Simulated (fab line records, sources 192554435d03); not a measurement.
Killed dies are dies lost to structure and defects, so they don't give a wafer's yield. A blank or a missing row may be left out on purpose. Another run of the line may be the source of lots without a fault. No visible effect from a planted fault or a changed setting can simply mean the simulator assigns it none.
Chamber matching ; flow n5-finfet ; N5_FIN_SAQP_PECVD_48 on pecvd-01 has 3 sister chambers
The step deposits SiNx from SiH4/NH3/N2, target thk 25 nm, time 22.1 s. 6 wafers are shown with their chamber, then 11 later ones without.

WAFERS PAIRED WITH THEIR CHAMBERS
wafer;chamber;showerhead-plenum-p-Torr (Torr);throttle-valve-pct (%)
L083.1;1;5.09;40.6
L085.5;0;5.26;36.3
L091.1;1;5.08;41.0
L091.2;2;5.07;38.5
L091.4;2;5.06;38.6
L092.4;0;5.26;36.6

WAFERS WITH NO CHAMBER GIVEN
wafer;showerhead-plenum-p-Torr (Torr);throttle-valve-pct (%)
L092.5;5.10;41.0
L092.6;5.07;39.0
L093.2;5.26;36.3
L093.3;5.07;38.5
L093.5;5.07;38.7
L096.1;5.08;40.7
L096.5;5.07;40.6
L096.6;5.07;38.6
L097.1;5.10;40.8
L097.3;5.07;38.4
L097.5;5.06;38.5

WHICH CHAMBER EACH WENT THROUGH
wafer;from the rows above;in truth
L092.5;1;1
L092.6;2;2
L093.2;0;0
L093.3;2;2
L093.5;2;2
L096.1;1;1
L096.5;1;1
L096.6;2;2
L097.1;1;1
L097.3;2;2
L097.5;2;2
Correctly placed: 11 of 11. Can't be placed from these rows: 0. Placed wrongly: 0.
How it was worked out, from the rows above alone: a wafer's distance from a chamber is the root of the sum, over the readings, of the square of ((its reading less the chamber's mean) divided by the reading's scatter). The wafer belongs to the nearest chamber; if the next one is less than 2 further off, it can't be placed. For every chamber, the mean is computed from those of its wafers that are shown. The scatter: take each reading less its chamber's mean, square it, sum over the shown wafers, divide by the number of wafers less the number of chambers, and take the root.
